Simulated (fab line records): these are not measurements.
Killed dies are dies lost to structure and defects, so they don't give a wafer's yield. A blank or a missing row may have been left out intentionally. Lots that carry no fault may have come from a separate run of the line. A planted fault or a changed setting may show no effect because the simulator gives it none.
fab line records	flow n5_finfet
record: lots: 10	wafers: 30	last_day: 18
route steps=1938 shown BEOL_M2@914 BEOL_M4@1111 PASSIVATION@1936
lots untouched by any fault: they come from a run of this same line in which no faults occurred
start_h: the number of hours between the record's first day and the start of the first shown wafer of the lot	wait_h: hours from the lot's prior step to this one	" unchanged from the row above	L1.1+2: one row covering several wafers at once	- either no value or no given start	* or withheld: withheld	< > ~ a bound
route shown NAME@n: a module of which the file shows steps, and the number in the route of the first	usual: the fault-free wafers' mean and standard deviation	same: alike in all rows	chamber/n: place in a boat	sites: readings site by site	_std_site: standard deviation across them	_edge_site: mean of outer sites minus mean of inner sites	radius_mm: how far each site lies from the wafer's centre	mask NAME#n: copy n	behind: the most recent tool/chamber to have shaped the wafer	hold: why the lot was held/for how many hours/how that ended	device: names the non-switching transistor (n, p or np)	end of line: tests of these same wafers at the route's end	a step without rows: its recipe alone	killed: at the first sort, the dies lost to defects and structure; wafer yield is something else	map: a wafer's dies, x killed, . not, _ none there
set.NAME: the run value of the setting; set.NAME@STEP: its run value at that earlier step	model.NAME: the simulator's own value behind a step, which no gauge read
steps of the route over a sample of lots; a table a step, a row a wafer
services: a tool's chamber out of use, with start hour (start_h, from the record's first day; less than 0 if before it), hours out, and reason
== steps ==
step: N5_BEOL_M2_SPUTTER_90
recipe: material: Cu	target_thk_a: 45	temp_c: -20	chamber_pressure_pa: 0.07	power_w: withheld	time_s: 8.29
usual: chuck_sensor_temp_C: -15.9/0.43	throttle_valve_pct: 30.5/0.84
lot.wafer	tool	chamber	start_h	wait_h	chuck_sensor_temp_C	throttle_valve_pct
L248.1	pvd_sputter-02	-	160.91	0.1	-15.7	30.2
L248.3	"	-	"	"	-16.2	30.5
L248.5	"	-	"	"	-16.0	30.5
L249.3	pvd_sputter-01	-	161.11	0.1	-15.7	31.2
L249.4	"	-	"	"	-16.0	31.6
L249.6	"	-	"	"	-16.3	30.1
L256.2	pvd_sputter-02	-	199.28	0.1	-16.2	30.4
L256.4	"	-	"	"	-15.3	29.7
L256.6	"	-	"	"	-16.7	30.2
L258.1	pvd_sputter-01	-	202.46	0.1	-15.8	31.8
L258.3	"	-	"	"	-15.7	31.3
L258.4	"	-	"	"	-16.3	30.1
L260.1	pvd_sputter-01	-	226.95	0.1	-15.9	31.8
L260.2	"	-	"	"	-15.6	31.2
L260.5	"	-	"	"	-15.6	31.2
L265.2	pvd_sputter-01	-	244.84	0.1	-16.3	30.4
L265.4	"	-	"	"	-16.5	30.2
L265.6	"	-	"	"	-15.7	31.6
L264.1	pvd_sputter-03	-	248.99	0.1	-16.3	29.8
L264.5	"	-	"	"	-16.3	29.8
L264.6	"	-	"	"	-15.3	28.9
L266.2	pvd_sputter-03	-	250.83	0.1	-15.3	29.0
L266.5	"	-	"	"	-15.7	30.8
L266.6	"	-	"	"	-15.3	28.9
L269.1	pvd_sputter-03	-	273.09	0.1	-16.2	29.7
L269.5	"	-	"	"	-16.3	29.7
L269.6	"	-	"	"	-16.1	32.2
L270.1	pvd_sputter-03	-	291.43	0.1	-16.3	32.4
L270.2	"	-	"	"	-16.2	29.6
L270.3	"	-	"	"	-15.7	31.0
step: N5_BEOL_M2_SPUTTER_92
recipe: material: Cu	target_thk_a: 45	temp_c: -20	chamber_pressure_pa: 0.07	power_w: withheld	time_s: 8.29
usual: chuck_sensor_temp_C: -15.9/0.42	throttle_valve_pct: 30.5/0.84
lot.wafer	tool	chamber	start_h	wait_h	chuck_sensor_temp_C	throttle_valve_pct
L248.1	pvd_sputter-02	-	161.13	0.1	-15.9	30.6
L248.3	"	-	"	"	-16.1	30.6
L248.5	"	-	"	"	-16.1	30.7
L249.3	pvd_sputter-01	-	161.33	0.1	-15.6	31.1
L249.4	"	-	"	"	-15.8	31.8
L249.6	"	-	"	"	-16.2	30.0
L256.2	pvd_sputter-02	-	199.50	0.1	-16.0	30.4
L256.4	"	-	"	"	-15.2	29.9
L256.6	"	-	"	"	-16.8	30.3
L258.1	pvd_sputter-01	-	202.68	0.1	-15.8	31.5
L258.3	"	-	"	"	-15.5	31.4
L258.4	"	-	"	"	-16.2	30.2
L260.1	pvd_sputter-01	-	227.17	0.1	-15.8	31.9
L260.2	"	-	"	"	-15.7	31.5
L260.5	"	-	"	"	-15.8	31.5
L265.2	pvd_sputter-01	-	245.06	0.1	-16.1	30.3
L265.4	"	-	"	"	-16.6	30.3
L265.6	"	-	"	"	-15.8	31.6
L264.1	pvd_sputter-03	-	249.21	0.1	-16.4	29.7
L264.5	"	-	"	"	-16.3	29.6
L264.6	"	-	"	"	-15.4	28.8
L266.2	pvd_sputter-03	-	251.05	0.1	-15.6	29.2
L266.5	"	-	"	"	-15.7	31.1
L266.6	"	-	"	"	-15.4	29.2
L269.1	pvd_sputter-03	-	273.31	0.1	-16.4	29.7
L269.5	"	-	"	"	-16.2	29.8
L269.6	"	-	"	"	-16.1	32.1
L270.1	pvd_sputter-03	-	291.65	0.1	-16.3	32.2
L270.2	"	-	"	"	-16.2	29.5
L270.3	"	-	"	"	-15.6	31.1
step: N5_BEOL_M2_CMP_52
recipe: stop_on: SiOC	t_overpolish_s: 6.8	down_force_psi: 1	platen_rpm: 50	clearing_platen_down_force_psi: 1.5	clearing_platen_rpm: 50	post_cmp_clean: cu_alkaline	target_thk_nm: 40	clearing_platen_pad_velocity_m_s: 0.99484	pad_velocity_m_s: 0.99484
usual: barrier_field_endpoint_s: 24.8/0.78	motor_current_A: 6.1/0.67	overpolish_run_s: 6.799/0.0092	time_to_endpoint_s: 62/4.4
same: t_overpolish_s: 6.8
lot.wafer	tool	chamber	start_h	wait_h	barrier_field_endpoint_s	motor_current_A	overpolish_run_s	time_to_endpoint_s
L248.3	cmp-02	0	162.06	0.2	25.7	5.8	6.792	65
L248.1	"	1	"	"	25.3	5.9	6.781	70
L248.5	"	0	"	"	25.4	5.8	6.788	64
L249.3	cmp-03	0	162.30	0.2	23.4	7.6	6.793	51
L249.4	"	1	"	"	25.3	6.3	6.816	64
L249.6	"	0	"	"	23.2	7.0	6.791	50
L256.4	cmp-03	3	200.48	0.2	13.3	6.3	6.793	32
L256.2	"	0	"	"	12.9	7.2	6.810	30
L256.6	"	2	"	"	24.7	5.8	6.795	62
L258.3	cmp-02	3	203.64	0.2	24.6	5.3	6.796	63
L258.4	"	0	"	"	25.2	6.1	6.795	65
L258.1	"	2	"	"	23.8	6.8	6.794	64
L260.1	cmp-03	3	228.17	0.3	24.7	6.2	6.801	58
L260.2	"	0	"	"	13.3	6.9	6.797	26
L260.5	"	1	"	"	25.4	6.0	6.798	64
L265.4	cmp-01	2	246.03	0.2	25.6	6.4	6.798	64
L265.2	"	3	"	"	24.1	5.2	6.813	58
L265.6	"	2	"	"	25.5	6.3	6.794	63
L264.1	cmp-01	2	250.22	0.3	24.2	6.4	6.803	62
L264.6	"	0	"	"	24.9	5.2	6.805	62
L264.5	"	1	"	"	25.0	7.3	6.793	58
L266.2	cmp-02	1	251.99	0.2	24.5	5.5	6.818	64
L266.5	"	1	"	"	25.2	5.6	6.777	64
L266.6	"	2	"	"	24.3	6.8	6.792	61
L269.1	cmp-02	0	274.42	0.3	25.4	5.7	6.803	65
L269.5	"	3	"	"	25.8	5.4	6.791	68
L269.6	"	0	"	"	26.4	5.8	6.804	69
L270.3	cmp-02	2	292.59	0.2	24.6	6.2	6.779	67
L270.2	"	3	"	"	24.8	5.0	6.802	69
L270.1	"	0	"	"	25.3	5.5	6.802	67
step: N5_BEOL_M4_RC_MEAS_101
usual: DIBL_N: 35.4/2.1	DIBL_P: 34.8/2.6	IOFF_N: 0.15/0.037	IOFF_P: 0.19/0.037	ION_N: 677/16	ION_P: 462/9.3	SS_N: 71.4/0.75	SS_P: 72.9/0.77	VT_N: 250/3.7	VT_P: -251/3.5
lot.wafer	tool	chamber	start_h	wait_h	DIBL_N[mV/V]	DIBL_P[mV/V]	IOFF_N[nA/um]	IOFF_P[nA/um]	ION_N[uA/um]	ION_P[uA/um]	SS_N[mV/dec]	SS_P[mV/dec]	VT_N[mV]	VT_P[mV]
L248.1	prober-01	0	183.49	0.0	35.6	34.3	0.13	0.14	654	441	71.5	72.4	255	-257
L248.3	"	0	"	"	39.3	38.9	0.22	0.20	684	455	73.0	73.8	247	-256
L248.5	"	0	"	"	37.9	37.1	0.19	0.18	686	455	72.5	73.3	249	-254
L249.3	prober-02	0	183.90	0.3	34.8	32.0	0.13	0.19	679	472	70.9	72.6	250	-248
L249.4	"	0	"	"	35.0	32.7	0.14	0.20	682	478	71.0	72.5	249	-250
L249.6	"	0	"	"	33.1	30.1	0.11	0.17	672	470	70.0	72.6	253	-251
L256.2	prober-01	0	226.06	0.2	35.4	34.8	0.16	0.21	662	463	71.6	72.6	246	-248
L256.4	"	0	"	"	33.4	32.0	0.12	0.17	666	464	71.6	72.0	251	-251
L256.6	"	0	"	"	37.0	37.2	0.20	0.26	682	465	73.0	73.6	245	-245
L258.1	prober-01	0	231.34	0.7	36.0	34.6	0.13	0.21	649	450	71.0	73.0	250	-251
L258.3	"	0	"	"	36.2	34.6	0.15	0.20	677	466	71.3	73.2	246	-252
L258.4	"	0	"	"	37.3	35.1	0.15	0.19	661	450	71.3	72.4	249	-251
L260.1	prober-02	0	258.33	0.0	33.6	33.6	0.15	0.20	688	480	70.6	72.4	246	-248
L260.2	"	0	"	"	35.7	36.7	0.18	0.24	682	469	71.7	72.5	248	-248
L260.5	"	0	"	"	34.1	34.6	0.16	0.22	700	479	71.4	72.1	246	-250
L265.2	prober-01	0	269.96	0.2	33.1	32.2	0.11	0.15	662	448	69.8	71.9	252	-255
L265.4	"	0	"	"	32.3	31.9	0.11	0.15	682	472	70.4	73.0	253	-253
L265.6	"	0	"	"	33.5	33.4	0.13	0.16	668	456	71.0	72.7	251	-251
L264.1	prober-01	0	278.83	0.0	37.6	37.1	0.17	0.22	678	467	71.9	73.8	248	-246
L264.5	"	0	"	"	35.6	36.4	0.13	0.20	662	464	71.2	72.4	254	-250
L264.6	"	0	"	"	38.4	37.6	0.22	0.24	669	460	72.4	73.7	249	-248
L266.2	prober-01	0	283.74	0.2	33.2	32.4	0.11	0.15	670	451	70.2	72.3	255	-254
L266.5	"	0	"	"	36.7	37.0	0.16	0.20	692	469	71.6	73.0	251	-251
L266.6	"	0	"	"	34.9	35.9	0.14	0.20	669	463	70.1	73.3	251	-251
L269.1	prober-01	0	303.81	0.3	40.6	40.7	0.28	0.31	709	480	73.2	74.6	241	-246
L269.5	"	0	"	"	38.2	37.9	0.23	0.25	708	479	72.2	73.6	244	-245
L269.6	"	0	"	"	36.6	36.7	0.18	0.22	702	478	72.0	73.9	246	-247
L270.1	prober-01	0	327.31	0.0	35.5	35.0	0.15	0.23	676	468	71.7	73.1	254	-243
L270.2	"	0	"	"	32.7	31.9	0.11	0.18	672	472	70.3	71.7	254	-247
L270.3	"	0	"	"	35.4	36.6	0.16	0.25	688	474	71.5	72.9	249	-244
step: N5_PASSIVATION_PROBE_49
usual: defect_limited_yield: 90.5/1.7	killed_at_M0_to_M3: 37/12	killed_at_M4_up: 14/5.2	killed_at_contacts: 12/5.9	killed_at_front_end: 45/14	killed_at_other: 3.5/2.8	killed_dies: 112/21	killed_on_rim: 15/4.5	killed_open: 73/15	killed_short: 36/8.9	sort_bin_4_leakage: 0.00/0.007	sort_bin_5_function: 5.6/1.2	sort_bin_6_memory: 3.5/0.68	sort_bin_8_speed: 0.01/0.1	sort_n_pass: 1068/21	sort_yield_pct: 90.5/1.8
same: gross_dies: 1180	killed_at_back_side: 0
lot.wafer	tool	chamber	start_h	wait_h	defect_limited_yield[%]	killed_at_M0_to_M3	killed_at_M4_up	killed_at_contacts	killed_at_front_end	killed_at_other	killed_dies	killed_on_rim	killed_open	killed_short	sort_bin_4_leakage[%]	sort_bin_5_function[%]	sort_bin_6_memory[%]	sort_bin_8_speed[%]	sort_n_pass	sort_yield_pct[%]
L248.1	prober-01	-	294.41	0.0	88.6	46	10	20	49	9	134	19	92	36	0	6.6	4.1	0	1046	88.6
L248.3	prober-01	-	294.51	0.1	88.5	43	6	26	60	1	136	18	88	44	0	7.3	4.0	0	1044	88.5
L248.5	prober-01	-	294.61	0.2	89.2	52	11	21	41	3	128	14	93	35	0	6.4	4.0	0	1052	89.2
L249.3	prober-02	-	301.02	0.1	91.2	26	22	7	48	1	104	10	55	46	0	5.2	3.2	0	1076	91.2
L249.4	prober-02	-	301.07	0.2	91.2	32	22	3	46	1	104	10	58	43	0	4.3	4.2	0	1076	91.2
L249.6	prober-02	-	301.17	0.3	93.1	25	18	4	30	4	81	12	50	30	0	3.8	2.7	0	1099	93.1
L256.2	prober-02	-	332.77	0.1	91.9	41	15	5	35	0	96	14	67	24	0	4.5	3.3	0	1084	91.9
L256.4	prober-02	-	332.87	0.2	90.5	28	12	12	58	2	112	14	82	26	0	5.3	4.0	0	1068	90.5
L256.6	prober-02	-	332.97	0.3	92.5	29	27	7	24	2	89	11	68	18	0	4.3	3.1	0	1091	92.5
L258.1	prober-01	-	343.00	0.0	87.3	46	14	11	75	4	150	16	94	54	0	8.0	4.1	0.08	1029	87.2
L258.3	prober-01	-	343.10	0.1	89.7	47	13	10	49	3	122	10	83	36	0	6.3	3.7	0	1058	89.7
L258.4	prober-01	-	343.15	0.2	90.8	45	8	4	47	4	108	15	74	33	0	5.1	3.5	0	1072	90.8
L260.1	prober-02	-	371.75	0.0	92.4	20	18	14	34	4	90	13	59	31	0	4.2	3.3	0	1090	92.4
L260.2	prober-02	-	371.80	0.1	93.1	30	6	6	37	2	81	12	50	29	0	4.2	2.4	0	1099	93.1
L260.5	prober-02	-	371.95	0.2	91.9	42	11	13	28	2	96	14	59	31	0	5.2	2.8	0	1084	91.9
L265.2	prober-01	-	379.66	0.4	89.2	27	27	18	53	2	127	19	83	41	0	6.8	3.8	0	1053	89.2
L265.4	prober-01	-	379.76	0.5	89.5	28	17	17	60	2	124	15	75	44	0	6.2	3.7	0	1056	89.5
L265.6	prober-01	-	379.86	0.6	89.1	63	8	17	40	1	129	9	82	45	0	7.0	3.4	0	1051	89.1
L264.1	prober-01	-	379.91	0.6	90.7	46	11	8	39	6	110	11	77	30	0	5.5	3.3	0	1070	90.7
L264.5	prober-01	-	380.11	0.8	92.9	28	7	16	28	5	84	22	56	23	0	4.7	2.0	0	1096	92.9
L264.6	prober-01	-	380.16	0.8	90.7	42	9	7	44	8	110	15	75	32	0	5.0	4.1	0	1070	90.7
L266.2	prober-01	-	391.50	0.1	85.4	60	12	18	77	5	172	22	114	54	0	10.0	4.2	0	1008	85.4
L266.5	prober-01	-	391.65	0.2	87.5	52	9	18	65	4	148	28	97	49	0	7.8	4.2	0	1032	87.5
L266.6	prober-01	-	391.70	0.3	89.6	38	12	12	57	4	123	15	78	39	0	6.2	3.9	0	1057	89.6
L269.1	prober-01	-	407.23	0.0	89.2	27	12	13	65	11	128	22	81	44	0.08	6.1	3.9	0	1051	89.1
L269.5	prober-01	-	407.43	0.2	89.8	15	13	19	66	7	120	14	85	31	0	5.9	3.8	0	1060	89.8
L269.6	prober-01	-	407.48	0.3	89.5	25	21	9	59	10	124	16	87	34	0	7.1	3.1	0	1056	89.5
L270.1	prober-01	-	436.39	0.0	91.9	48	15	8	23	1	95	10	51	40	0	4.7	3.1	0.08	1085	91.9
L270.2	prober-01	-	436.44	0.1	94.8	18	12	11	18	2	61	13	39	21	0	3.2	1.6	0	1119	94.8
L270.3	prober-01	-	436.49	0.1	91.9	43	11	7	32	2	95	12	66	26	0	4.7	2.8	0	1085	91.9
killed by level:class
L248.1 MOL_CONTACT_COAG:geometric_particle:open=16 BEOL_M3:geometric_particle:open=14 STI_FIN_REVEAL:geometric_particle:open=9 BEOL_M0_SAQP:geometric_particle:open=9 ILD0:geometric_particle:open=8 BEOL_M2:geometric_particle:open=8 FIN_SAQP:geometric_particle:open=7 BEOL_M0_SAQP:geometric_particle:short=6
L248.3 MOL_CONTACT_COAG:geometric_particle:open=19 BEOL_M0_SAQP:geometric_particle:short=18 FIN_SAQP:geometric_particle:open=16 STI_FIN_REVEAL:geometric_particle:open=11 BEOL_M0_SAQP:geometric_particle:open=11 DUMMY_GATE:geometric_particle:open=7 MOL_CONTACT_COAG:geometric_particle:short=7 BEOL_M2:geometric_particle:open=5
L248.5 MOL_CONTACT_COAG:geometric_particle:open=19 BEOL_M3:geometric_particle:open=14 STI_FIN_REVEAL:geometric_particle:open=11 BEOL_M2:geometric_particle:open=10 BEOL_M0_SAQP:geometric_particle:short=9 BEOL_M0_SAQP:geometric_particle:open=8 DUMMY_GATE:geometric_particle:open=6 FIN_SAQP:geometric_particle:open=5
L249.3 BEOL_M0_SAQP:geometric_particle:short=8 FIN_SAQP:geometric_particle:short=7 STI_FIN_REVEAL:geometric_particle:open=7 GATE_CUT:geometric_particle:short=7 FIN_SAQP:geometric_particle:open=6 STI_FIN_REVEAL:geometric_particle:short=5 DUMMY_GATE:geometric_particle:open=5 BEOL_M4:geometric_particle:open=5
L249.4 FIN_SAQP:geometric_particle:short=10 BEOL_M3:geometric_particle:open=9 STI_FIN_REVEAL:geometric_particle:open=8 BEOL_M1:geometric_particle:open=6 FIN_SAQP:geometric_particle:open=5 GATE_CUT:geometric_particle:short=5 GATE_CUT:geometric_particle:open=4 BEOL_M0_SAQP:geometric_particle:short=4
L249.6 BEOL_M2:geometric_particle:open=13 BEOL_M4:geometric_particle:open=8 FIN_SAQP:geometric_particle:short=5 FIN_SAQP:geometric_particle:open=4 ILD0:geometric_particle:short=4 GATE_CUT:geometric_particle:short=4 BEOL_M3:geometric_particle:short=4 STARTING-WAFER:geometric_particle:open=4
L256.2 BEOL_M0_SAQP:geometric_particle:open=8 BEOL_M2:geometric_particle:open=8 STI_FIN_REVEAL:geometric_particle:open=7 BEOL_M0_SAQP:geometric_particle:short=7 BEOL_M3:geometric_particle:open=6 FIN_SAQP:geometric_particle:short=5 BEOL_M4:geometric_particle:open=5 STARTING-WAFER:geometric_particle:open=5
L256.4 STI_FIN_REVEAL:geometric_particle:open=16 FIN_SAQP:geometric_particle:open=12 MOL_CONTACT_COAG:geometric_particle:open=11 BEOL_M2:geometric_particle:open=11 FIN_SAQP:geometric_particle:short=6 STARTING-WAFER:geometric_particle:open=6 BEOL_M0_SAQP:geometric_particle:open=5 DUMMY_GATE:geometric_particle:open=4
L256.6 BEOL_M4:geometric_particle:open=15 BEOL_M2:geometric_particle:open=14 STI_FIN_REVEAL:geometric_particle:open=7 FIN_SAQP:geometric_particle:open=4 MOL_CONTACT_COAG:geometric_particle:short=4 BEOL_M1:geometric_particle:open=4 DUMMY_GATE:geometric_particle:open=3 MOL_CONTACT_COAG:geometric_particle:open=3
L258.1 FIN_SAQP:geometric_particle:short=23 FIN_SAQP:geometric_particle:open=18 BEOL_M0_SAQP:geometric_particle:open=12 MOL_CONTACT_COAG:geometric_particle:open=10 BEOL_M0_SAQP:geometric_particle:short=10 BEOL_M3:geometric_particle:open=9 STI_FIN_REVEAL:geometric_particle:open=7 BEOL_M2:geometric_particle:open=7
L258.3 STI_FIN_REVEAL:geometric_particle:open=12 BEOL_M2:geometric_particle:open=12 FIN_SAQP:geometric_particle:open=11 MOL_CONTACT_COAG:geometric_particle:open=8 DUMMY_GATE:geometric_particle:open=8 BEOL_M0_SAQP:geometric_particle:short=8 BEOL_M1:geometric_particle:open=7 BEOL_M0_SAQP:geometric_particle:open=6
L258.4 BEOL_M0_SAQP:geometric_particle:open=15 BEOL_M0_SAQP:geometric_particle:short=11 FIN_SAQP:geometric_particle:open=10 DUMMY_GATE:geometric_particle:open=9 STI_FIN_REVEAL:geometric_particle:open=8 BEOL_M1:geometric_particle:open=8 FIN_SAQP:geometric_particle:short=6 STARTING-WAFER:geometric_particle:short=5
L260.1 STI_FIN_REVEAL:geometric_particle:open=9 MOL_CONTACT_COAG:geometric_particle:open=8 BEOL_M3:geometric_particle:open=8 FIN_SAQP:geometric_particle:open=7 GATE_CUT:geometric_particle:short=7 MOL_CONTACT_COAG:geometric_particle:short=6 FIN_SAQP:geometric_particle:short=4 BEOL_M1:geometric_particle:open=4
L260.2 STI_FIN_REVEAL:geometric_particle:open=11 BEOL_M3:geometric_particle:open=8 BEOL_M2:geometric_particle:open=6 FIN_SAQP:geometric_particle:short=5 MOL_CONTACT_COAG:geometric_particle:open=5 BEOL_M0_SAQP:geometric_particle:short=5 BEOL_M3:geometric_particle:short=5 DUMMY_GATE:geometric_particle:open=4
L260.5 MOL_CONTACT_COAG:geometric_particle:open=10 BEOL_M1:geometric_particle:open=8 FIN_SAQP:geometric_particle:short=7 BEOL_M3:geometric_particle:open=7 BEOL_M2:geometric_particle:open=7 BEOL_M0_SAQP:geometric_particle:open=6 BEOL_M0_SAQP:geometric_particle:short=4 STI_FIN_REVEAL:geometric_particle:open=3
L265.2 STI_FIN_REVEAL:geometric_particle:open=16 MOL_CONTACT_COAG:geometric_particle:open=13 BEOL_M4:geometric_particle:open=13 DUMMY_GATE:geometric_particle:open=9 FIN_SAQP:geometric_particle:short=8 MOL_CONTACT_COAG:geometric_particle:short=5 BEOL_M1:geometric_particle:open=5 BEOL_M5:geometric_particle:open=5
L265.4 FIN_SAQP:geometric_particle:open=12 MOL_CONTACT_COAG:geometric_particle:open=12 BEOL_M4:geometric_particle:open=7 FIN_SAQP:geometric_particle:short=6 BEOL_M0_SAQP:geometric_particle:short=6 STI_FIN_REVEAL:geometric_particle:open=5 MOL_CONTACT_COAG:geometric_particle:short=5 BEOL_M4:geometric_particle:short=5
L265.6 BEOL_M0_SAQP:geometric_particle:open=27 BEOL_M0_SAQP:geometric_particle:short=17 MOL_CONTACT_COAG:geometric_particle:open=13 FIN_SAQP:geometric_particle:short=12 FIN_SAQP:geometric_particle:open=10 BEOL_M1:geometric_particle:open=5 STARTING-WAFER:geometric_particle:open=5 STI_FIN_REVEAL:geometric_particle:open=4
L264.1 STI_FIN_REVEAL:geometric_particle:open=12 BEOL_M1:geometric_particle:open=10 FIN_SAQP:geometric_particle:open=8 BEOL_M0_SAQP:geometric_particle:short=7 BEOL_M0_SAQP:geometric_particle:open=7 BEOL_M2:geometric_particle:open=7 MOL_CONTACT_COAG:geometric_particle:open=6 BEOL_M3:geometric_particle:open=6
L264.5 MOL_CONTACT_COAG:geometric_particle:open=10 BEOL_M3:geometric_particle:open=10 STI_FIN_REVEAL:geometric_particle:open=7 STARTING-WAFER:geometric_particle:short=6 BEOL_M2:geometric_particle:open=5 MOL_CONTACT_COAG:geometric_particle:short=4 BEOL_M1:geometric_particle:open=4 FIN_SAQP:geometric_particle:open=3
L264.6 FIN_SAQP:geometric_particle:open=9 BEOL_M0_SAQP:geometric_particle:open=9 BEOL_M0_SAQP:geometric_particle:short=7 FIN_SAQP:geometric_particle:short=6 STI_FIN_REVEAL:geometric_particle:open=6 MOL_CONTACT_COAG:geometric_particle:open=6 BEOL_M1:geometric_particle:open=6 BEOL_M2:geometric_particle:open=6
L266.2 STI_FIN_REVEAL:geometric_particle:open=40 BEOL_M3:geometric_particle:open=15 BEOL_M0_SAQP:geometric_particle:short=14 MOL_CONTACT_COAG:geometric_particle:open=13 BEOL_M0_SAQP:geometric_particle:open=11 FIN_SAQP:geometric_particle:short=9 STI_FIN_REVEAL:geometric_particle:short=6 GATE_CUT:geometric_particle:short=6
L266.5 STI_FIN_REVEAL:geometric_particle:open=28 BEOL_M0_SAQP:geometric_particle:short=17 MOL_CONTACT_COAG:geometric_particle:open=15 BEOL_M0_SAQP:geometric_particle:open=13 FIN_SAQP:geometric_particle:open=7 BEOL_M1:geometric_particle:open=7 FIN_SAQP:geometric_particle:short=6 STI_FIN_REVEAL:geometric_particle:short=6
L266.6 STI_FIN_REVEAL:geometric_particle:open=17 FIN_SAQP:geometric_particle:short=13 FIN_SAQP:geometric_particle:open=10 MOL_CONTACT_COAG:geometric_particle:open=9 BEOL_M0_SAQP:geometric_particle:short=9 BEOL_M0_SAQP:geometric_particle:open=9 BEOL_M2:geometric_particle:open=7 BEOL_M3:geometric_particle:open=7
L269.1 STI_FIN_REVEAL:geometric_particle:open=22 FIN_SAQP:geometric_particle:short=15 FIN_SAQP:geometric_particle:open=8 MOL_CONTACT_COAG:geometric_particle:open=8 BEOL_M1:geometric_particle:open=8 GATE_CUT:geometric_particle:short=6 MOL_CONTACT_COAG:geometric_particle:short=5 BEOL_M0_SAQP:geometric_particle:open=5
L269.5 FIN_SAQP:geometric_particle:open=18 MOL_CONTACT_COAG:geometric_particle:open=16 STI_FIN_REVEAL:geometric_particle:open=14 FIN_SAQP:geometric_particle:short=9 GATE_CUT:geometric_particle:short=8 BEOL_M1:geometric_particle:open=7 DUMMY_GATE:geometric_particle:open=5 BEOL_M2:geometric_particle:open=4
L269.6 STI_FIN_REVEAL:geometric_particle:open=24 BEOL_M1:geometric_particle:open=12 FIN_SAQP:geometric_particle:short=10 BEOL_M4:geometric_particle:open=9 FIN_SAQP:geometric_particle:open=7 BEOL_M2:geometric_particle:open=6 MOL_CONTACT_COAG:geometric_particle:open=5 STARTING-WAFER:geometric_particle:open=5
L270.1 BEOL_M0_SAQP:geometric_particle:short=18 BEOL_M0_SAQP:geometric_particle:open=14 MOL_CONTACT_COAG:geometric_particle:open=7 BEOL_M3:geometric_particle:open=5 BEOL_M4:geometric_particle:open=5 FIN_SAQP:geometric_particle:short=4 BEOL_M2:geometric_particle:open=4 GATE_CUT:geometric_particle:short=3
L270.2 MOL_CONTACT_COAG:geometric_particle:open=8 FIN_SAQP:geometric_particle:short=7 BEOL_M4:geometric_particle:open=6 BEOL_M0_SAQP:geometric_particle:open=4 MOL_CONTACT_COAG:geometric_particle:short=3 BEOL_M0_SAQP:geometric_particle:short=3 BEOL_M3:geometric_particle:open=3 BEOL_M6:geometric_particle:open=3
L270.3 BEOL_M0_SAQP:geometric_particle:open=16 FIN_SAQP:geometric_particle:short=7 STI_FIN_REVEAL:geometric_particle:open=7 BEOL_M0_SAQP:geometric_particle:short=7 FIN_SAQP:geometric_particle:open=6 MOL_CONTACT_COAG:geometric_particle:open=6 DUMMY_GATE:geometric_particle:open=5 BEOL_M3:geometric_particle:open=5
== services ==
tool	chamber	start_h	hours	kind
pvd_sputter-01	-	137.28	15.4	repair
cmp-01	-	138.97	12.9	pm
cmp-01	-	152.89	1.3	repair
cmp-03	-	200.72	4.6	pm
cmp-03	-	215.20	0.3	repair
cmp-03	-	218.81	6.2	pm
cmp-02	-	240.93	4.0	pm
cmp-02	-	244.93	-	consumable_replace:conditioner
cmp-02	-	244.93	-	consumable_replace:pad
cmp-03	-	265.13	2.8	repair
cmp-03	-	276.80	1.5	repair
pvd_sputter-02	-	288.91	7.9	repair
== key ==
first_sign: step: N5_BEOL_M2_CMP_52	reading: barrier_field_endpoint_s	direction: down	sigmas: 15	usual: 24.8	struck: 13.2
effect: step: N5_BEOL_M2_CMP_52	reading: time_to_endpoint_s	direction: down	sigmas: 7.4	usual: *	struck: *
met_at N5_BEOL_M2_CMP_52
struck_lots L256,L260
struck_wafers L256.2,L256.4,L260.2
not_acting_at N5_BEOL_M2_SPUTTER_90,N5_BEOL_M2_SPUTTER_92
onset_between 162.30 200.48
fault: kind: process_parameter_drift	tool: cmp-03	chamber: -	onset_h: 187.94	steps: N5_BEOL_M2_CMP_52	channel: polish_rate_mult	offset: 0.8	shape: step	end_h: 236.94	scope: struck_wafers_only
